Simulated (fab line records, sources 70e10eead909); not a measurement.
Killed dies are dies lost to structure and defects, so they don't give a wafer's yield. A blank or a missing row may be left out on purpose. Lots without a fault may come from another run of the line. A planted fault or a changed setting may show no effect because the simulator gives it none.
Which tool did it? | flow nand_harc | 6 lots, 17 wafers sampled, at 1 step of a route of 1159

WHAT THE GAUGES READ, wafer by wafer
NHARC_P_STI_INSPECT_25.
lot  | measured    | on                | raw_defect_count
L391 | day 4 02:15 | defect_inspect-01 | 382 129 181
L393 | day 4 19:20 | defect_inspect-02 | 285 270 182
L395 | day 5 00:24 | defect_inspect-01 | 181 250 331
L398 | day 5 15:10 | defect_inspect-02 | 156 182 118
L403 | day 7 01:06 | defect_inspect-02 | 218 212 155
L407 | day 8 01:41 | defect_inspect-01 | 133 246

WHICH TOOL RAN EACH LOT (tool, then ch and the chambers of the sampled wafers, then the start)
The record holds no process step before these readings.

THE ANSWER, worked out from the rows above alone
Rule: what is usual is taken from the lots themselves. Put in order of their means at a reading, lots are off if they are a third of the lots or fewer, leave a main group of 4 or more, and stand apart from it by a gap of 3 or more times the standard deviation of the main group's means; of several such gaps the widest counts. A main group whose means are all the same, to the digits that the tables above print for the reading, isn't used. A lot without any number at a reading at which 4 lots or more have one is off too. The other lots that the step has rows for count as sound.
No lot is off at any reading shown: from this, nothing can be told.

WHAT THE SIMULATOR HAD PUT IN
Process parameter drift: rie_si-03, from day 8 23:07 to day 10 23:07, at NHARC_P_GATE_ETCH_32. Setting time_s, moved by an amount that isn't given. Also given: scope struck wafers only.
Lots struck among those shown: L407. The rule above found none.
